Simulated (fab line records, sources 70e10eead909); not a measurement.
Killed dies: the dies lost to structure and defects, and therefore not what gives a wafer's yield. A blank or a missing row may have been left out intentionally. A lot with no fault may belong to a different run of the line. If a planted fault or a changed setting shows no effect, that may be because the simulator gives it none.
What tool caused it?    flow nand harc    Sampling: 13 lots, 39 wafers, 6 of 1159 route steps

WHAT THE GAUGES READ, wafer by wafer
NHARC_P_STI_OCD_MEAS_43. Usual: trench depth nm 301 nm, standard deviation 4.2; trench foot cd nm 157.9 nm, standard deviation 2.7.
lot   measured     on      trench depth nm (nm)  trench foot cd nm (nm)  flag
L899  day 2 12:10  ocd-01  299 301 304           160.3 156.2 154.1       
L900  day 2 20:37  ocd-02  303 301 303           156.1 157.7 155.9       
L901  day 3 02:48  ocd-02  302 300 299           159.1 157.9 158.2       
L902  day 3 10:31  ocd-01  295 301 296           159.5 158.6 161.7       
L905  day 4 01:26  ocd-01  300 303 301           156.4 153.7 152.6       
L907  day 4 09:39  ocd-02  307 311 306           155.7 155.4 160.3       
L906  day 4 09:54  ocd-01  305 301 301           159.7 155.7 158.0       
L908  day 4 18:35  ocd-02  307 305 303           156.1 156.7 153.6       
L911  day 5 14:19  ocd-01  306 304 305           159.5 159.9 155.4       
L918  day 7 06:48  ocd-01  303 300 306           152.9 163.4 159.9       
L919  day 7 12:37  ocd-01  299 300 304           156.6 155.4 159.1       
L920  day 7 20:34  ocd-01  299 305 301           161.1 155.8 160.9       
L921  day 8 00:02  ocd-01  298 293 293           159.6 157.4 163.7       

NHARC_P_STI_INSPECT_25. Usual: 207 for raw defect count, sd 67.
lot   measured     on                 raw defect count  flag
L899  day 3 13:15  defect inspect-02  153 186 172       
L900  day 4 01:21  defect inspect-02  289 152 224       
L901  day 4 05:52  defect inspect-02  250 252 234       
L902  day 4 14:45  defect inspect-02  284 293 255       
L905  day 5 07:50  defect inspect-01  243 264 265       
L907  day 5 18:23  defect inspect-02  225 380 246       
L906  day 5 18:23  defect inspect-01  114 150 113       
L908  day 6 02:58  defect inspect-02  171 121 159       
L911  day 6 23:31  defect inspect-01  152 144 282       
L918  day 8 11:06  defect inspect-01  237 292 372       
L919  day 8 11:06  defect inspect-02  219 200 213       
L920  day 9 01:54  defect inspect-02  346 317 340       
L921  day 9 01:54  defect inspect-01  107 164 127       

NHARC_P_GATE_CD_MEAS_26 targets a cd of 120 nm. Usual: 119.6 nm for cd nm, sd 0.59.
lot   measured      on         cd nm (nm)         flag
L899  day 4 11:20   cd sem-02  120.4 120.6 120.2  
L900  day 4 23:56   cd sem-03  119.6 118.8 119.7  
L901  day 5 06:00   cd sem-01  119.0 119.6 118.9  
L902  day 5 13:19   cd sem-01  120.5 120.2 120.4  
L905  day 6 05:50   cd sem-01  121.1 120.8 120.1  
L907  day 6 16:25   cd sem-01  119.8 119.4 120.5  
L906  day 6 16:35   cd sem-02  119.6 119.1 119.2  
L908  day 7 00:50   cd sem-03  92.2 91.7 91.5     OFF
L911  day 7 21:39   cd sem-02  119.7 118.8 119.8  
L918  day 9 09:01   cd sem-02  120.4 120.3 120.1  
L919  day 9 09:10   cd sem-03  120.0 120.2 119.7  
L920  day 10 01:16  cd sem-01  119.9 119.7 120.5  
L921  day 10 01:50  cd sem-02  119.4 119.3 119.0  

NHARC_P_GATE_INSPECT_28. Usual: 6 for raw defect count, sd 3.1.
lot   measured      on                 raw defect count  flag
L899  day 4 11:27   defect inspect-02  11 7 18           
L900  day 5 00:04   defect inspect-01  14 3 7            
L901  day 5 06:08   defect inspect-01  6 2 6             
L902  day 5 13:26   defect inspect-01  4 7 7             
L905  day 6 05:57   defect inspect-01  14 13 16          
L907  day 6 16:33   defect inspect-02  6 5 5             
L906  day 6 16:43   defect inspect-02  5 6 7             
L908  day 7 00:57   defect inspect-02  8 8 5             
L911  day 7 21:46   defect inspect-02  5 4 6             
L918  day 9 09:08   defect inspect-01  8 7 3             
L919  day 9 09:18   defect inspect-02  6 0 6             
L920  day 10 01:23  defect inspect-01  4 5 5             
L921  day 10 01:58  defect inspect-01  6 3 9             

NHARC_END_SORT_01. Usual: killed at array 25, standard deviation 9.2; killed at other 0.8, standard deviation 1.2; killed at periphery 3.9, standard deviation 2.6; killed dies 30, standard deviation 9.7; killed open 3.4, standard deviation 1.9; killed short 2.0, standard deviation 1.4.
lot   measured      on         killed at array  killed at other  killed at periphery  killed dies  killed open  killed short  flag
L908  day 21 19:04  prober-01  23 26 24         1 0 0            557 627 631          581 653 655  3 9 3        0 2 3         OFF

WHAT TOOL EACH LOT RAN ON (gives the tool, then ch and the chambers of the sampled wafers, and finally the start)
lot   NHARC_P_GATE_EXPOSE_23
L899  arfi scanner-02 ch 0, day 4 11:11
L900  arfi scanner-01 ch 0, day 4 23:47
L901  arfi scanner-01 ch 0, day 5 05:52
L902  arfi scanner-01 ch 0, day 5 13:11
L905  arfi scanner-02 ch 0, day 6 05:41
L907  arfi scanner-01 ch 0, day 6 16:17
L906  arfi scanner-02 ch 0, day 6 16:26
L908  arfi scanner-01 ch 0, day 7 00:41
L911  arfi scanner-01 ch 0, day 7 21:31
L918  arfi scanner-03 ch 0, day 9 08:53
L919  arfi scanner-02 ch 0, day 9 09:02
L920  arfi scanner-03 ch 0, day 10 01:08
L921  arfi scanner-01 ch 0, day 10 01:41
- NHARC_P_GATE_EXPOSE_23: exposes mask P GATE, target cd 120 nm.

WHAT THE TOOLS THEMSELVES READ (means of the sampled wafers that have a number; where no wafer has one, the mark that the record gives instead)
The record holds no such reading with a usual standard deviation.

THE ANSWER, worked out from the rows above alone
Rule: a lot is off if the mean of its wafers that have a number lies more than 3 standard deviations from the usual mean. A lot without any number at a reading at which 4 lots or more have one is off too. Any other lot the step has rows for is counted as sound. First the gauges in route order, then the tools' own readings, where a lot's mean is used as printed above. At the first step where some lot is off, the reading lying furthest off is the one used; lots without a number count as furthest.
Off, at NHARC_P_GATE_CD_MEAS_26 on cd nm: L908.
If a tool, at a process step before that reading, ran all the lots that are off and no sound lot after the first of them, it fits. Not tried: the gauges at NHARC_P_GATE_CD_MEAS_26; whatever is off there is also off at NHARC_END_SORT_01, on other tools, and gauge error can't account for it. Of those tried, none fits.

WHAT THE SIMULATOR PUT IN
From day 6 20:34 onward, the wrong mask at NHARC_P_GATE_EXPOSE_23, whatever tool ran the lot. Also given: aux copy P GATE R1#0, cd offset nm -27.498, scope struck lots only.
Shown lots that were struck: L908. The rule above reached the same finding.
